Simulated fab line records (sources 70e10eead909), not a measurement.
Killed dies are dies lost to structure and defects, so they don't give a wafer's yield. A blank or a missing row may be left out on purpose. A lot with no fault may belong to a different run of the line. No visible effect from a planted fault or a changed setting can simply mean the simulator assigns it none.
fab line records | flow nand_harc
record lots=6 | wafers=17 | last_day=23
route steps=1159 shown A_M1@1029 END@1159
lots untouched by any fault: they come from a run of this same line in which no faults occurred
start_h: hours from the record's opening day to when the first of the lot's shown wafers began | wait_h: hours from the lot's prior step to this one | " repeats the value in the row above | L1.1+2: several wafers, shown together as one row | - no value, or no start was given | * or withheld: withheld | < > ~ a bound
route shown NAME@n: a module of which the file shows steps, and the number in the route of the first | usual: mean/standard deviation taken from wafers without a fault | same: alike in all rows | chamber/n: place in a boat | sites: per-site readings | _std_site: their standard deviation | _edge_site: the outer-site mean with the inner-site mean subtracted | radius_mm: for every site, how far away it sits from the centre of the wafer | mask NAME#n: copy n | behind: the last tool/chamber to shape the wafer | hold: reason for holding the lot/hours on hold/outcome of the hold | device: names the non-switching transistor (n, p or np) | end of line: the tests these same wafers got at the end of their route | step lacking rows: just its recipe | killed: not the wafer's yield, but the dies lost to structure and defects at the first sort | map: shows each die of a wafer: x if killed, . if not, _ if none is there
set.NAME: the setting as run; set.NAME@STEP: as run at that earlier step | model.NAME: the simulator's own value behind a step, which no gauge read
a table for each step, a row for each wafer; lots at some steps of the route
services: the hour from which a tool's chamber was out of use, counted from the record's first day as start_h (under 0 if before that day), plus the number of hours and why
## steps
# step NHARC_A_M1_COAT_34
# recipe temp_c=200 | time_s=65
# step NHARC_A_M1_COAT_03
# recipe spin_rpm=1500 | resist_thk_nm=90
# step NHARC_A_M1_SOFTBAKE_04
# recipe temp_c=105 | time_s=55
# step NHARC_A_M1_EBR_05
# step NHARC_A_M1_EXPOSE_06
# recipe na=1.35 | target_cd_nm=120 | dose_mj=75.13 | mask_id=A_M1
# step NHARC_A_M1_PEB_07
# recipe peb_temp_c=100 | peb_time_s=65
# step NHARC_A_M1_DEVELOP_08
# recipe develop_time_s=35 | dev_temp_c=23
# step NHARC_A_M1_CD_MEAS_09
# recipe target_cd_nm=120 | landing_energy_ev=500
# usual cd_nm=120.1/0.83
lot.wafer | tool      | chamber | start_h | wait_h | cd_nm
L117.1    | cd_sem-01 | 0       | 415.05  | -      | 121.3
L117.4    | "         | 0       | "       | "      | 120.3
L117.5    | "         | 0       | "       | "      | 120.5
L121.1    | cd_sem-03 | 0       | 453.76  | -      | 120.9
L121.3    | "         | 0       | "       | "      | 120.7
L121.4    | "         | 0       | "       | "      | 120.5
L125.1    | cd_sem-01 | 0       | 470.42  | -      | 120.8
L125.5    | "         | 0       | "       | "      | 120.2
L125.6    | "         | 0       | "       | "      | 120.0
L124.1    | cd_sem-03 | 0       | 477.75  | -      | 119.4
L124.4    | "         | 0       | "       | "      | 119.9
L132.2    | cd_sem-01 | 0       | 509.51  | -      | 122.2
L132.3    | "         | 0       | "       | "      | 119.8
L132.5    | "         | 0       | "       | "      | 120.9
L130.3    | cd_sem-02 | 0       | 518.70  | -      | 119.7
L130.5    | "         | 0       | "       | "      | 120.7
L130.6    | "         | 0       | "       | "      | 120.8
# step NHARC_A_M1_OVL_MEAS_10
# recipe pitch_nm=240
# usual overlay_x_nm=0.1/0.83 | overlay_y_nm=0.1/0.84
lot.wafer | tool       | chamber | start_h | wait_h | overlay_x_nm | overlay_y_nm
L117.1    | overlay-01 | -       | 415.14  | -      | 0.4          | 1.1
L117.4    | "          | -       | "       | "      | 0.1          | 1.1
L117.5    | "          | -       | "       | "      | 0.5          | 1.1
L121.1    | overlay-02 | -       | 453.86  | -      | 1.9          | -0.7
L121.3    | "          | -       | "       | "      | 1.8          | -0.6
L121.4    | "          | -       | "       | "      | 1.5          | -0.4
L125.1    | overlay-02 | -       | 470.51  | -      | -0.6         | -0.2
L125.5    | "          | -       | "       | "      | -0.5         | -0.1
L125.6    | "          | -       | "       | "      | 0.0          | -0.1
L124.1    | overlay-02 | -       | 477.84  | -      | 0.1          | 0.8
L124.4    | "          | -       | "       | "      | -0.3         | 0.5
L132.2    | overlay-01 | -       | 509.60  | -      | 0.2          | -2.3
L132.3    | "          | -       | "       | "      | 0.4          | -2.0
L132.5    | "          | -       | "       | "      | 0.3          | -2.3
L130.3    | overlay-02 | -       | 518.79  | -      | 0.8          | 0.0
L130.5    | "          | -       | "       | "      | 0.7          | 0.1
L130.6    | "          | -       | "       | "      | 1.0          | 0.4
# step NHARC_A_M1_INSPECT_11
# usual raw_defect_count=26/10
lot.wafer | tool              | chamber | start_h | wait_h | raw_defect_count
L117.1    | defect_inspect-02 | -       | 415.18  | 0.0    | 12
L117.4    | "                 | -       | "       | "      | 8
L117.5    | "                 | -       | "       | "      | 6
L121.1    | defect_inspect-02 | -       | 453.90  | 0.0    | 29
L121.3    | "                 | -       | "       | "      | 31
L121.4    | "                 | -       | "       | "      | 26
L125.1    | defect_inspect-02 | -       | 470.55  | 0.0    | 31
L125.5    | "                 | -       | "       | "      | 31
L125.6    | "                 | -       | "       | "      | 25
L124.1    | defect_inspect-01 | -       | 477.88  | 0.0    | 17
L124.4    | "                 | -       | "       | "      | 14
L132.2    | defect_inspect-02 | -       | 509.63  | 0.0    | 39
L132.3    | "                 | -       | "       | "      | 26
L132.5    | "                 | -       | "       | "      | 42
L130.3    | defect_inspect-02 | -       | 518.82  | 0.0    | 31
L130.5    | "                 | -       | "       | "      | 29
L130.6    | "                 | -       | "       | "      | 21
# step NHARC_A_M1_DESCUM_14
# recipe time_s=3 | o2_flow_sccm=200 | ar_flow_sccm=0 | bias_power_w=0 | chemistry=O2
# usual drypump_motor_current_A=5.5/0.5 | o2_flow_sccm=200.0/0.59 | oes_product_au=0.998/0.014 | rf_vpp_V=57.7/0.91 | showerhead_plenum_p_Torr=1.91/0.066 | throttle_valve_pct=11.311/0.0097
lot.wafer | tool        | chamber | start_h | wait_h | drypump_motor_current_A | o2_flow_sccm | oes_product_au | rf_hours_counter_h | rf_vpp_V | showerhead_plenum_p_Torr | throttle_valve_pct
L117.4    | rie_diel-10 | 0       | 415.25  | 0.1    | 6.5                     | 200.7        | 0.997          | 1.4                | 57.0     | 1.83                     | 11.306
L117.1    | "           | 2       | "       | "      | 4.8                     | 199.7        | 0.996          | 1.2                | 58.0     | 1.96                     | 11.298
L117.5    | "           | 0       | "       | "      | 6.5                     | 200.0        | 0.994          | -                  | 56.1     | 1.83                     | 11.327
L121.1    | rie_diel-12 | 1       | 453.96  | 0.1    | 5.5                     | 199.9        | 0.985          | 4.0                | 57.8     | 1.92                     | 11.318
L121.3    | "           | 2       | "       | "      | 4.9                     | 200.0        | 1.015          | 3.8                | 57.2     | 2.04                     | 11.310
L121.4    | "           | 0       | "       | "      | 5.9                     | 201.1        | 0.967          | 4.2                | 57.8     | 1.87                     | 11.338
L125.1    | rie_diel-10 | 1       | 470.61  | 0.1    | 5.3                     | 200.9        | 0.997          | 2.7                | 57.2     | 1.90                     | 11.320
L125.6    | "           | 1       | "       | "      | 5.3                     | 200.3        | 1.005          | -                  | 57.4     | 1.91                     | 11.305
L125.5    | "           | 2       | "       | "      | 4.8                     | 200.2        | 0.992          | -                  | 55.8     | 1.96                     | 11.309
L124.1    | rie_diel-12 | 1       | 477.95  | 0.1    | 5.5                     | 200.7        | 1.003          | 5.7                | 57.7     | 1.92                     | 11.320
L124.4    | "           | 2       | "       | "      | 4.9                     | 200.2        | 1.009          | 6.0                | 58.2     | 2.04                     | 11.306
L132.3    | rie_diel-10 | 0       | 509.70  | 0.1    | 6.5                     | 199.6        | 0.996          | 3.6                | 58.6     | 1.83                     | 11.304
L132.2    | "           | 1       | "       | "      | 5.3                     | 199.3        | 0.994          | 3.5                | 59.1     | 1.91                     | 11.314
L132.5    | "           | 3       | "       | "      | 5.1                     | 199.9        | 0.987          | -                  | 59.0     | 2.00                     | 11.328
L130.3    | rie_diel-12 | 3       | 518.88  | 0.1    | 5.4                     | 200.8        | 1.010          | 9.0                | 58.5     | 1.86                     | 11.302
L130.5    | "           | 3       | "       | "      | 5.4                     | 201.1        | 1.014          | -                  | 56.3     | 1.86                     | 11.309
L130.6    | "           | 0       | "       | "      | 5.9                     | 200.4        | 0.976          | -                  | 57.4     | 1.87                     | 11.310
# step NHARC_A_M1_ETCH_35
# recipe target_depth_a=400 | overetch_a=120 | time_s=43.94 | ion_energy_ev=200 | n2_flow_sccm=150 | h2_flow_sccm=150 | ar_flow_sccm=0 | rf_w=400 | bias_w=150 | chemistry=N2/H2
# usual bias_w=150.0/0.42 | chamber_pressure_mTorr=30.00/0.031 | drypump_motor_current_A=5.5/0.51 | oes_product_au=0.999/0.014 | rf_fwd_power_W=395.3/1.9 | rf_vpp_V=430.6/2.1 | showerhead_plenum_p_Torr=2.04/0.076 | throttle_valve_pct=14.173/0.0098
lot.wafer | tool        | chamber | start_h | wait_h | bias_w | chamber_pressure_mTorr | drypump_motor_current_A | oes_product_au | rf_fwd_power_W | rf_hours_counter_h | rf_vpp_V | showerhead_plenum_p_Torr | throttle_valve_pct
L117.1    | rie_diel-10 | 0       | 415.32  | 0.1    | 150.0  | 30.02                  | 6.5                     | 0.993          | 396.2          | 1.4                | 428.4    | 1.95                     | 14.167
L117.4    | "           | 1       | "       | "      | 149.9  | 30.04                  | 5.3                     | 0.995          | 398.4          | 1.4                | 429.6    | 2.03                     | 14.165
L117.5    | "           | 1       | "       | "      | 149.7  | 30.04                  | 5.3                     | 0.980          | 397.5          | -                  | 431.1    | 2.03                     | 14.165
L121.1    | rie_diel-12 | 1       | 454.04  | 0.1    | 149.8  | 29.98                  | 5.6                     | 0.987          | 397.3          | 4.0                | 431.2    | 2.04                     | 14.178
L121.3    | "           | 2       | "       | "      | 149.8  | 29.97                  | 5.0                     | 1.008          | 395.2          | 3.8                | 434.7    | 2.18                     | 14.177
L121.4    | "           | 3       | "       | "      | 150.2  | 29.99                  | 5.4                     | 0.994          | 394.7          | 4.3                | 427.3    | 1.99                     | 14.162
L125.1    | rie_diel-10 | 2       | 470.70  | 0.1    | 150.1  | 29.96                  | 4.8                     | 1.004          | 394.6          | 2.4                | 432.1    | 2.09                     | 14.172
L125.5    | "           | 0       | "       | "      | 149.5  | 30.01                  | 6.5                     | 1.001          | 395.0          | -                  | 428.8    | 1.95                     | 14.180
L125.6    | "           | 1       | "       | "      | 150.3  | 30.03                  | 5.3                     | 1.009          | 398.2          | -                  | 430.7    | 2.03                     | 14.164
L124.1    | rie_diel-12 | 3       | 478.03  | 0.1    | 150.2  | 30.00                  | 5.4                     | 1.016          | 396.2          | 6.2                | 431.0    | 1.99                     | 14.173
L124.4    | "           | 0       | "       | "      | 149.7  | 30.02                  | 5.9                     | 0.978          | 395.5          | 5.6                | 430.1    | 1.99                     | 14.176
L132.2    | rie_diel-10 | 1       | 509.79  | 0.1    | 150.5  | 30.01                  | 5.3                     | 1.010          | 396.0          | 3.5                | 429.8    | 2.03                     | 14.170
L132.3    | "           | 2       | "       | "      | 149.7  | 30.01                  | 4.7                     | 0.991          | 397.0          | 3.0                | 431.0    | 2.09                     | 14.161
L132.5    | "           | 3       | "       | "      | 150.6  | 29.99                  | 5.1                     | 0.981          | 392.6          | -                  | 434.6    | 2.14                     | 14.164
L130.3    | rie_diel-12 | 0       | 518.99  | 0.1    | 150.0  | 30.05                  | 5.9                     | 0.970          | 397.5          | 8.9                | 430.5    | 1.99                     | 14.165
L130.5    | "           | 1       | "       | "      | 150.4  | 29.97                  | 5.5                     | 1.008          | 396.1          | -                  | 432.2    | 2.04                     | 14.184
L130.6    | "           | 2       | "       | "      | 149.2  | 30.01                  | 4.9                     | 1.020          | 396.3          | -                  | 434.9    | 2.18                     | 14.177
# step NHARC_A_M1_ETCH_15
# recipe target_depth_a=1825 | time_s=91.2 | c4f8_flow_sccm=withheld | ar_flow_sccm=400 | rf_w=600 | bias_w=300 | chemistry=C4F8/Ar
# usual bias_w=300.1/0.92 | chamber_pressure_mTorr=24.998/0.023 | oes_product_au=0.948/0.025 | rf_fwd_power_W=595.8/2.2 | rf_vpp_V=440.7/2.3
lot.wafer | tool        | chamber | start_h | wait_h | bias_w | chamber_pressure_mTorr | oes_product_au | rf_fwd_power_W | rf_hours_counter_h | rf_vpp_V
L117.1    | rie_diel-10 | 1       | 415.42  | -      | 301.5  | 25.033                 | 0.938          | 595.9          | 1.4                | 440.7
L117.4    | "           | 2       | "       | "      | 299.3  | 25.003                 | 0.943          | 595.1          | 1.3                | 444.0
L117.5    | "           | 1       | "       | "      | 301.0  | 24.970                 | 0.940          | 596.1          | -                  | 440.6
L121.3    | rie_diel-12 | 2       | 454.13  | -      | 300.0  | 24.956                 | 0.941          | 594.1          | 3.9                | 445.9
L121.4    | "           | 3       | "       | "      | 300.4  | 25.034                 | 0.940          | 593.0          | 4.3                | 437.9
L121.1    | "           | 1       | "       | "      | 301.1  | 25.006                 | 0.914          | 596.8          | 4.0                | 440.7
L125.1    | rie_diel-10 | 0       | 470.80  | -      | -      | -                      | -              | -              | -                  | -
L125.5    | "           | 1       | "       | "      | -      | -                      | -              | -              | -                  | -
L125.6    | "           | 2       | "       | "      | -      | -                      | -              | -              | -                  | -
L124.1    | rie_diel-12 | 0       | 478.11  | -      | -      | -                      | -              | -              | -                  | -
L124.4    | "           | 1       | "       | "      | -      | -                      | -              | -              | -                  | -
L132.3    | rie_diel-10 | 0       | 509.87  | -      | 300.8  | 24.999                 | 0.917          | 596.0          | 3.7                | 437.4
L132.2    | "           | 2       | "       | "      | 298.5  | 25.014                 | 0.919          | 599.6          | 3.1                | 442.7
L132.5    | "           | 0       | "       | "      | 300.8  | 25.012                 | 0.923          | 596.3          | -                  | 438.4
L130.3    | rie_diel-12 | 3       | 519.06  | -      | 299.1  | 25.050                 | 0.983          | 598.0          | 9.0                | 439.5
L130.5    | "           | 3       | "       | "      | 299.7  | 25.006                 | 0.973          | 598.1          | -                  | 439.5
L130.6    | "           | 0       | "       | "      | 299.8  | 24.970                 | 0.938          | 595.0          | -                  | 438.7
# step NHARC_A_M1_CD_MEAS_16
# usual cd_nm=120.4/1
lot.wafer | tool      | chamber | start_h | wait_h | cd_nm
L117.1    | cd_sem-03 | -       | 415.54  | -      | 121.6
L117.4    | "         | -       | "       | "      | 121.4
L117.5    | "         | -       | "       | "      | 121.6
L121.1    | cd_sem-01 | -       | 454.27  | -      | 121.9
L121.3    | "         | -       | "       | "      | 120.4
L121.4    | "         | -       | "       | "      | 121.5
L125.1    | cd_sem-03 | -       | 470.91  | -      | 120.9
L125.5    | "         | -       | "       | "      | 120.5
L125.6    | "         | -       | "       | "      | 119.4
L124.1    | cd_sem-02 | -       | 478.24  | -      | 120.1
L124.4    | "         | -       | "       | "      | 120.1
L132.2    | cd_sem-03 | -       | 510.00  | -      | 121.5
L132.3    | "         | -       | "       | "      | 121.2
L132.5    | "         | -       | "       | "      | 119.7
L130.3    | cd_sem-03 | -       | 519.19  | -      | 120.4
L130.5    | "         | -       | "       | "      | 121.3
L130.6    | "         | -       | "       | "      | 121.3
# step NHARC_END_SORT_01
# recipe temp_c=25
# usual defect_limited_yield=96.0/1.3 | killed_at_array=24/8.4 | killed_at_other=0.7/1.1 | killed_at_periphery=2.9/1.7 | killed_dies=27/8.6 | killed_open=3.3/1.8 | killed_short=1.8/1.4 | sort_bin_2_pct=1.3/0.56 | sort_bin_3_pct=0.19/0.18 | sort_bin_4_pct=2.6/0.84 | sort_n_pass=650/8.6 | sort_rim_yield_pct=96.1/2.3 | sort_yield_pct=96.0/1.3
# same gross_dies=677 | sort_bin_5_pct[%]=0 | sort_bin_6_pct[%]=0 | sort_bin_7_pct[%]=0 | sort_bin_8_pct[%]=0 | sort_rim_n_gross=106.00
lot.wafer | tool      | chamber | start_h | wait_h | defect_limited_yield[%] | killed_at_array | killed_at_other | killed_at_periphery | killed_dies | killed_open | killed_short | sort_bin_2_pct[%] | sort_bin_3_pct[%] | sort_bin_4_pct[%] | sort_n_pass | sort_rim_yield_pct[%] | sort_yield_pct[%]
L117.1    | prober-02 | 0       | 450.33  | 2.5    | 98.5                    | 10              | 0               | 0                   | 10          | 3           | 1            | 0.1               | 0                 | 1.3               | 667         | 97.2                  | 98.5
L117.4    | prober-02 | 0       | 452.74  | 3.4    | 97.5                    | 14              | 0               | 3                   | 17          | 4           | 3            | 0.7               | 0.15              | 1.6               | 660         | 99.1                  | 97.5
L117.5    | prober-02 | 0       | 453.55  | 3.7    | 98.7                    | 6               | 0               | 3                   | 9           | 1           | 1            | 0.6               | 0                 | 0.7               | 668         | 100.0                 | 98.7
L121.1    | prober-01 | 0       | 488.84  | 2.5    | 95.6                    | 27              | 0               | 3                   | 30          | 5           | 3            | 1.2               | 0.44              | 2.8               | 647         | 92.5                  | 95.6
L121.3    | prober-01 | 0       | 490.45  | 3.1    | 94.7                    | 31              | 0               | 5                   | 36          | 5           | 3            | 1.9               | 0.44              | 3.0               | 641         | 97.2                  | 94.7
L121.4    | prober-01 | 0       | 491.25  | 3.4    | 95.4                    | 28              | 0               | 3                   | 31          | 6           | 2            | 1.3               | 0.15              | 3.1               | 646         | 96.2                  | 95.4
L125.1    | prober-01 | 0       | 507.94  | 2.5    | 0                       | 669             | 3               | 5                   | 677         | 4           | 1            | 95.1              | 0.15              | 4.7               | 0           | 0                     | 0
L125.5    | prober-01 | 0       | 511.10  | 3.7    | 0                       | 668             | 4               | 5                   | 677         | 6           | 3            | 95.1              | 0.59              | 4.3               | 0           | 0                     | 0
L125.6    | prober-01 | 0       | 511.89  | 3.9    | 0                       | 675             | 2               | 0                   | 677         | 2           | 2            | 96.9              | 0                 | 3.1               | 0           | 0                     | 0
L124.1    | prober-01 | 0       | 523.41  | 2.5    | 0                       | 669             | 2               | 6                   | 677         | 4           | 2            | 97.3              | 0.15              | 2.5               | 0           | 0                     | 0
L124.4    | prober-01 | 0       | 525.85  | 3.4    | 0                       | 672             | 4               | 1                   | 677         | 2           | 1            | 98.5              | 0.30              | 1.2               | 0           | 0                     | 0
L132.2    | prober-02 | 0       | 550.14  | 2.8    | 94.2                    | 36              | 0               | 3                   | 39          | 2           | 3            | 1.5               | 0.30              | 4.0               | 638         | 94.3                  | 94.2
L132.3    | prober-02 | 0       | 550.94  | 3.1    | 95.6                    | 28              | 0               | 2                   | 30          | 5           | 0            | 1.3               | 0.15              | 3.0               | 647         | 96.2                  | 95.6
L132.5    | prober-02 | 0       | 552.55  | 3.7    | 95.7                    | 29              | 0               | 0                   | 29          | 1           | 1            | 1.5               | 0.30              | 2.5               | 648         | 100.0                 | 95.7
L130.3    | prober-01 | 0       | 558.74  | 3.1    | 94.7                    | 28              | 0               | 8                   | 36          | 4           | 1            | 1.2               | 0.30              | 3.8               | 641         | 99.1                  | 94.7
L130.5    | prober-01 | 0       | 560.33  | 3.7    | 95.6                    | 26              | 0               | 4                   | 30          | 2           | 1            | 1.5               | 0.30              | 2.7               | 647         | 97.2                  | 95.6
L130.6    | prober-01 | 0       | 561.12  | 4.0    | 96.9                    | 18              | 0               | 3                   | 21          | 2           | 2            | 0.7               | 0                 | 2.4               | 656         | 100.0                 | 96.9
# killed by level:class
L117.1 A_STAIRCASE:chamber_film_flake=4 A_CHANNEL_FILL_D1:geometric_particle:short=1 A_SGD_CUT:geometric_particle:open=1 A_WL_FILL:geometric_particle:open=1 A_CONTACT:geometric_particle:open=1 A_SLIT:chamber_film_flake=1 A_CONTACT:chamber_film_flake=1
L117.4 A_STAIRCASE:chamber_film_flake=4 A_CHANNEL_FILL_D1:geometric_particle:short=2 A_CONTACT:geometric_particle:open=2 A_CHANNEL_HOLE_D1:chamber_film_flake=2 P_M0:geometric_particle:short=1 A_BLC:geometric_particle:open=1 A_M0:geometric_particle:open=1 P_ZERO_WELL:chamber_film_flake=1
L117.5 P_ZERO_WELL:chamber_film_flake=2 A_STAIRCASE:chamber_film_flake=2 A_CONTACT:chamber_film_flake=2 P_M0:geometric_particle:short=1 A_ONON_D1:geometric_particle:open=1 A_CHANNEL_HOLE_D1:chamber_film_flake=1
L121.1 A_CHANNEL_HOLE_D1:chamber_film_flake=15 A_CONTACT:chamber_film_flake=4 A_CONTACT:geometric_particle:open=2 A_WL_FILL:chamber_film_flake=2 P_GATE:geometric_particle:short=1 P_CONTACT:geometric_particle:open=1 P_M1:geometric_particle:short=1 A_SOURCE_PLATE:geometric_particle:short=1
L121.3 A_CHANNEL_HOLE_D1:chamber_film_flake=15 A_STAIRCASE:chamber_film_flake=4 A_WL_FILL:chamber_film_flake=3 A_CONTACT:chamber_film_flake=3 A_CONTACT:geometric_particle:open=2 P_GATE:geometric_particle:open=1 P_M0:geometric_particle:open=1 P_M1:geometric_particle:open=1
L121.4 A_CHANNEL_HOLE_D1:chamber_film_flake=14 A_CONTACT:geometric_particle:open=3 A_STAIRCASE:chamber_film_flake=3 A_WL_FILL:chamber_film_flake=3 A_CONTACT:chamber_film_flake=2 P_CONTACT:geometric_particle:open=1 P_M1:geometric_particle:short=1 A_CHANNEL_HOLE_D1:geometric_particle:open=1
L125.1 A_M1:area_etch=638 A_CHANNEL_HOLE_D1:chamber_film_flake=16 A_CHANNEL_FILL_D1:chamber_film_flake=5 A_CONTACT:chamber_film_flake=5 P_GATE:chamber_film_flake=3 THIN_TSV:chamber_film_flake=3 P_M0:geometric_particle:open=1 A_SOURCE_PLATE:geometric_particle:short=1
L125.5 A_M1:area_etch=632 A_CHANNEL_HOLE_D1:chamber_film_flake=19 A_CONTACT:chamber_film_flake=7 THIN_TSV:chamber_film_flake=4 A_WL_FILL:chamber_film_flake=3 P_GATE:geometric_particle:open=2 A_M0:geometric_particle:short=2 P_M0:geometric_particle:open=1
L125.6 A_M1:area_etch=651 A_CHANNEL_HOLE_D1:chamber_film_flake=14 A_CONTACT:chamber_film_flake=4 THIN_TSV:chamber_film_flake=2 A_ONON_D1:geometric_particle:open=1 A_SGD_CUT:geometric_particle:open=1 A_WL_FILL:geometric_particle:short=1 A_CONTACT:geometric_particle:short=1
L124.1 A_M1:area_etch=653 A_CONTACT:chamber_film_flake=5 P_GATE:chamber_film_flake=4 A_CHANNEL_HOLE_D1:chamber_film_flake=4 THIN_TSV:chamber_film_flake=2 P_GATE:geometric_particle:open=1 P_M1:geometric_particle:open=1 A_SGD_CUT:geometric_particle:short=1
L124.4 A_M1:area_etch=659 A_CHANNEL_HOLE_D1:chamber_film_flake=4 A_CONTACT:chamber_film_flake=4 THIN_TSV:chamber_film_flake=4 A_CHANNEL_FILL_D1:geometric_particle:open=2 A_STAIRCASE:chamber_film_flake=2 A_ONON_D1:geometric_particle:short=1 P_GATE:chamber_film_flake=1
L132.2 A_CHANNEL_HOLE_D1:chamber_film_flake=19 A_CONTACT:chamber_film_flake=7 A_ZERO_WELL:chamber_film_flake=2 A_ONON_D1:geometric_particle:open=1 A_ONON_D1:geometric_particle:short=1 A_CHANNEL_HOLE_D1:geometric_particle:open=1 A_CHANNEL_FILL_D1:geometric_particle:short=1 A_WL_FILL:geometric_particle:short=1
L132.3 A_CHANNEL_HOLE_D1:chamber_film_flake=20 A_CHANNEL_HOLE_D1:geometric_particle:open=2 A_STAIRCASE:chamber_film_flake=2 A_CONTACT:chamber_film_flake=2 P_GATE:geometric_particle:open=1 A_CONTACT:geometric_particle:open=1 A_M0:geometric_particle:open=1 P_STI:chamber_film_flake=1
L132.5 A_CHANNEL_HOLE_D1:chamber_film_flake=20 A_CONTACT:chamber_film_flake=5 A_STAIRCASE:chamber_film_flake=2 A_ONON_D1:geometric_particle:short=1 A_CHANNEL_FILL_D1:geometric_particle:open=1
L130.3 A_CHANNEL_HOLE_D1:chamber_film_flake=20 P_CONTACT:geometric_particle:open=3 P_M0:chamber_film_flake=3 A_STAIRCASE:chamber_film_flake=3 A_CONTACT:chamber_film_flake=2 P_CONTACT:geometric_particle:short=1 A_CHANNEL_FILL_D1:geometric_particle:open=1 P_GATE:chamber_film_flake=1
L130.5 A_CHANNEL_HOLE_D1:chamber_film_flake=20 A_CONTACT:chamber_film_flake=4 P_M0:geometric_particle:short=1 P_M0:geometric_particle:open=1 A_CHANNEL_HOLE_D1:geometric_particle:open=1 P_GATE:chamber_film_flake=1 P_M0:chamber_film_flake=1 A_STAIRCASE:chamber_film_flake=1
L130.6 A_CHANNEL_HOLE_D1:chamber_film_flake=11 A_STAIRCASE:chamber_film_flake=3 P_CONTACT:geometric_particle:open=1 A_ONON_D1:geometric_particle:open=1 A_CHANNEL_FILL_D1:geometric_particle:short=1 A_SGD_CUT:geometric_particle:short=1 P_GATE:chamber_film_flake=1 P_M0:chamber_film_flake=1
# map L124.1 (x killed, . not)
____________x____________
_________xxxxxxx_________
_______xxxxxxxxxxx_______
______xxxxxxxxxxxxx______
_____xxxxxxxxxxxxxxx_____
____xxxxxxxxxxxxxxxxx____
____xxxxxxxxxxxxxxxxx____
___xxxxxxxxxxxxxxxxxxx___
___xxxxxxxxxxxxxxxxxxx___
__xxxxxxxxxxxxxxxxxxxxx__
__xxxxxxxxxxxxxxxxxxxxx__
_xxxxxxxxxxxxxxxxxxxxxxx_
_xxxxxxxxxxxxxxxxxxxxxxx_
_xxxxxxxxxxxxxxxxxxxxxxx_
_xxxxxxxxxxxxxxxxxxxxxxx_
_xxxxxxxxxxxxxxxxxxxxxxx_
xxxxxxxxxxxxxxxxxxxxxxxxx
xxxxxxxxxxxxxxxxxxxxxxxxx
xxxxxxxxxxxxxxxxxxxxxxxxx
xxxxxxxxxxxxxxxxxxxxxxxxx
xxxxxxxxxxxxxxxxxxxxxxxxx
_xxxxxxxxxxxxxxxxxxxxxxx_
_xxxxxxxxxxxxxxxxxxxxxxx_
_xxxxxxxxxxxxxxxxxxxxxxx_
_xxxxxxxxxxxxxxxxxxxxxxx_
_xxxxxxxxxxxxxxxxxxxxxxx_
__xxxxxxxxxxxxxxxxxxxxx__
__xxxxxxxxxxxxxxxxxxxxx__
___xxxxxxxxxxxxxxxxxxx___
___xxxxxxxxxxxxxxxxxxx___
____xxxxxxxxxxxxxxxxx____
____xxxxxxxxxxxxxxxxx____
_____xxxxxxxxxxxxxxx_____
______xxxxxxxxxxxxx______
_______xxxxxxxxxxx_______
_________xxxxxxx_________
____________x____________
# map L125.1 (x killed, . not)
____________x____________
_________xxxxxxx_________
_______xxxxxxxxxxx_______
______xxxxxxxxxxxxx______
_____xxxxxxxxxxxxxxx_____
____xxxxxxxxxxxxxxxxx____
____xxxxxxxxxxxxxxxxx____
___xxxxxxxxxxxxxxxxxxx___
___xxxxxxxxxxxxxxxxxxx___
__xxxxxxxxxxxxxxxxxxxxx__
__xxxxxxxxxxxxxxxxxxxxx__
_xxxxxxxxxxxxxxxxxxxxxxx_
_xxxxxxxxxxxxxxxxxxxxxxx_
_xxxxxxxxxxxxxxxxxxxxxxx_
_xxxxxxxxxxxxxxxxxxxxxxx_
_xxxxxxxxxxxxxxxxxxxxxxx_
xxxxxxxxxxxxxxxxxxxxxxxxx
xxxxxxxxxxxxxxxxxxxxxxxxx
xxxxxxxxxxxxxxxxxxxxxxxxx
xxxxxxxxxxxxxxxxxxxxxxxxx
xxxxxxxxxxxxxxxxxxxxxxxxx
_xxxxxxxxxxxxxxxxxxxxxxx_
_xxxxxxxxxxxxxxxxxxxxxxx_
_xxxxxxxxxxxxxxxxxxxxxxx_
_xxxxxxxxxxxxxxxxxxxxxxx_
_xxxxxxxxxxxxxxxxxxxxxxx_
__xxxxxxxxxxxxxxxxxxxxx__
__xxxxxxxxxxxxxxxxxxxxx__
___xxxxxxxxxxxxxxxxxxx___
___xxxxxxxxxxxxxxxxxxx___
____xxxxxxxxxxxxxxxxx____
____xxxxxxxxxxxxxxxxx____
_____xxxxxxxxxxxxxxx_____
______xxxxxxxxxxxxx______
_______xxxxxxxxxxx_______
_________xxxxxxx_________
____________x____________
## services
tool        | chamber | start_h | hours | kind
rie_diel-10 | 0       | 411.50  | -     | clean
rie_diel-10 | 1       | 411.50  | -     | clean
rie_diel-10 | 2       | 411.50  | -     | clean
rie_diel-10 | 3       | 411.50  | -     | clean
rie_diel-12 | 0       | 412.90  | -     | clean
rie_diel-12 | 1       | 412.90  | -     | clean
rie_diel-12 | 2       | 418.88  | 7.6   | repair
rie_diel-10 | 0       | 436.00  | -     | clean
rie_diel-10 | 1       | 436.00  | -     | clean
rie_diel-10 | 2       | 436.00  | -     | clean
rie_diel-10 | 3       | 436.00  | -     | clean
rie_diel-10 | 0       | 460.50  | -     | clean
rie_diel-10 | 1       | 460.50  | -     | clean
rie_diel-10 | 2       | 460.50  | -     | clean
rie_diel-10 | 3       | 460.50  | -     | clean
rie_diel-10 | 0       | 485.00  | -     | clean
rie_diel-10 | 1       | 485.00  | -     | clean
rie_diel-10 | 2       | 485.00  | -     | clean
rie_diel-10 | 3       | 485.00  | -     | clean
rie_diel-12 | -       | 499.11  | 0.5   | repair
rie_diel-10 | 0       | 509.51  | -     | clean
rie_diel-10 | 1       | 509.51  | -     | clean
rie_diel-10 | 2       | 509.51  | -     | clean
rie_diel-10 | 3       | 509.51  | -     | clean
## key
first_sign step=NHARC_A_M1_ETCH_15 | reading=tool_record | direction=missing
effect step=NHARC_END_SORT_01 | reading=sort_bin_2_pct | direction=up | sigmas=99+ | usual=1.3 | struck=96.6
more_kills_born_at NHARC_A_M1_ETCH_15@rie_diel-10=1921 | NHARC_A_M1_ETCH_15@rie_diel-12=1312
met_at NHARC_A_M1_ETCH_15
struck_wafers L124.1,L124.4,L125.1,L125.5,L125.6
later_rows_left_out L124.1,L124.4,L125.1,L125.5,L125.6
onset_between 454.13 470.80
fault kind=skipped_step_whole | tool=rie_diel-10,rie_diel-12 | chamber=- | onset_h=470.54 | steps=NHARC_A_M1_ETCH_15 | scope=struck_lots_only
# later_rows_left_out: the simulator's readings of these wafers behind a module that went badly wrong aren't trusted and aren't shown, but for the sort
